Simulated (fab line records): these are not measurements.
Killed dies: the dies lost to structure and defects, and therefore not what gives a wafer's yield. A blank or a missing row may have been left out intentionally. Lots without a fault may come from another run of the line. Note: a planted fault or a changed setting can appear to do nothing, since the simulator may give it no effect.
Matching of chambers ; flow n5-finfet ; 3 sister chambers for N5_BEOL_M1_PRE_CLEAN_60 on cvd-co-02
The step time 15 s. 3 wafers are shown with their chamber, then 12 later ones without.

== WAFERS PAIRED WITH THEIR CHAMBERS ==
wafer;chamber;heater-power-w (W)
L089.3;2;93
L091.4;1;77
L091.5;0;89

== WAFERS MISSING THEIR CHAMBER ==
wafer;heater-power-w (W)
L093.1;89
L093.2;90
L093.6;87
L094.2;78
L094.3;92
L094.6;90
L096.1;86
L096.2;78
L096.5;90
L097.1;77
L097.2;87
L097.4;86

== THE CHAMBER EACH PASSED THROUGH ==
wafer;from the rows above;in truth
L093.1;0;0
L093.2;can't be placed: 0 or 2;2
L093.6;0;0
L094.2;1;1
L094.3;can't be placed: 2 or 0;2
L094.6;can't be placed: 0 or 2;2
L096.1;0;0
L096.2;1;1
L096.5;can't be placed: 0 or 2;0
L097.1;1;1
L097.2;0;0
L097.4;0;0
Correct placement for 8 of the 12. These rows do not allow placing 4 (true chamber among the candidates in 4). 0 placed wrongly.
How it was worked out, from the rows above alone: a wafer's distance from a chamber is the root of the sum, over the readings, of the square of ((its reading less the chamber's mean) divided by the reading's scatter). If the next closest chamber is less than 2 further off than the closest, the wafer can't be placed; otherwise it belongs to the closest. The mean given for a chamber averages the wafers shown for that chamber. The scatter: with one shown wafer a chamber, the root of the mean of the squares of how far each hidden wafer lies from its nearest shown one.
